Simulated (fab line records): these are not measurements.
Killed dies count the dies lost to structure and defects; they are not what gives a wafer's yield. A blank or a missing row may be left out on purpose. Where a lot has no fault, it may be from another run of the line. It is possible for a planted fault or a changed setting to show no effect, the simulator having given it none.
A struck lot beside a sound one | flow nandHarc | 14 steps out of a route of 1159
Sound: wafers L223.1, L223.4, L223.6. Struck: wafer L227.4. (L227.2 of the same lot was not struck and is left out.) The cause comes at the end.
Order at every step that has rows: each side's tool, ch and its chambers, its first start. Under that, the readings that differ: sound wafers | struck wafers | difference of the means | sigmas: that difference in standard deviations of wafers without a fault.
alike: readings with means less than 2 such deviations apart, plus words and numbers identical on both sides. not compared: withheld readings, readings lacking a value on some wafer, bounds such as >300 that could conceal the same value, and numbers that have no deviation in the record and whose values overlap.
A row with sigmas, a row that says differs or no value, or rows on one side alone: a step with any of these is where the two part. Non-overlapping numbers with no deviation appear without sigmas and do not part them. A reading that every wafer of one side lacks parts them only if that side has two wafers or more.

NHARC_A_STAIRCASE_TRIM_220: chemistry O2, time 211.2 s.
  sound on rieDiel-10 ch 1,2,3, day 14 07:14; struck on rieDiel-10 ch 2, day 15 04:50
  alike: chamberPressureMTorr, drypumpMotorCurrentA, oesProductAu, rfVppV, showerheadPlenumPTorr, throttleValvePct
  not compared: rfHoursCounterH
NHARC_A_STAIRCASE_ETCH_221: etches the open film in C4F8/O2, target depth 100 nm, time 40.5 s.
  sound on rieDiel-10 ch 1,3; struck on rieDiel-10 ch 2
  alike: chamberPressureMTorr, oesProductAu, rfVppV, runLengthS
  not compared: rfHoursCounterH
then, 1 step without rows for these wafers: NHARC_A_STAIRCASE_TRIM_222 (chemistry O2, time 211.2 s).
NHARC_A_STAIRCASE_ETCH_223: etches the open film in C4F8/O2, target depth 100 nm, time 40.5 s.
  sound on rieDiel-10 ch 0,1,3; struck on rieDiel-10 ch 1
  alike: chamberPressureMTorr, oesProductAu, rfVppV, runLengthS
  not compared: rfHoursCounterH
NHARC_A_STAIRCASE_TRIM_224: chemistry O2, time 211.2 s.
  sound on rieDiel-10 ch 0,1; struck on rieDiel-10 ch 0
reading    | sound          | struck | difference | sigmas
rfVppV (V) | 57.5 57.3 58.2 | 59.9   | +2.2       | +3
  alike: chamberPressureMTorr, drypumpMotorCurrentA, oesProductAu, showerheadPlenumPTorr, throttleValvePct
  not compared: rfHoursCounterH
then, 4 steps without rows for these wafers: NHARC_A_STAIRCASE_ETCH_225 (etches the open film in C4F8/O2, target depth 100 nm, time 40.5 s); NHARC_A_STAIRCASE_TRIM_226 (chemistry O2, time 211.2 s); NHARC_A_STAIRCASE_ETCH_227 (etches the open film in C4F8/O2, target depth 100 nm, time 40.5 s); NHARC_A_STAIRCASE_TRIM_229 (chemistry O2, time 211.2 s).
NHARC_A_STAIRCASE_ETCH_230: etches the open film in C4F8/O2, target depth 100 nm, time 40.5 s.
  sound on rieDiel-10 ch 0,1,2; struck on rieDiel-10 ch 2
reading                      | sound                | struck | difference | sigmas
chamberPressureMTorr (mTorr) | 25.003 25.006 25.012 | 25.064 | +0.057     | +2
  alike: oesProductAu, rfVppV, runLengthS
  not compared: rfHoursCounterH
then, 1 step without rows for these wafers: NHARC_A_STAIRCASE_TRIM_231 (chemistry O2, time 211.2 s).
NHARC_A_STAIRCASE_ETCH_232: etches the open film in C4F8/O2, target depth 100 nm, time 40.5 s.
  sound on rieDiel-10 ch 1,2,3, day 14 08:50; struck on rieDiel-10 ch 1, day 15 06:24
reading        | sound          | struck | difference | sigmas
runLengthS (s) | 61.9 61.9 62.2 | 72.9   | +10.9      | +33
  alike: chamberPressureMTorr, oesProductAu, rfVppV
  not compared: rfHoursCounterH
then, 1 step without rows for these wafers: NHARC_A_STAIRCASE_TRIM_233 (chemistry O2, time 211.2 s).
-- record jumps: 8 days between struck wafers' starts before vs after; left off in module A_STAIRCASE, resumes in module END, first step shown is number 1159 of the route --
NHARC_END_SORT_01:
  the record has rows for the struck wafers here (prober-02 ch 0, day 23 12:46) and none for the sound ones

## WHERE THEY PART
At NHARC_A_STAIRCASE_TRIM_224 first; at NHARC_END_SORT_01 last (within this record only).

WHY: what the simulator had put in
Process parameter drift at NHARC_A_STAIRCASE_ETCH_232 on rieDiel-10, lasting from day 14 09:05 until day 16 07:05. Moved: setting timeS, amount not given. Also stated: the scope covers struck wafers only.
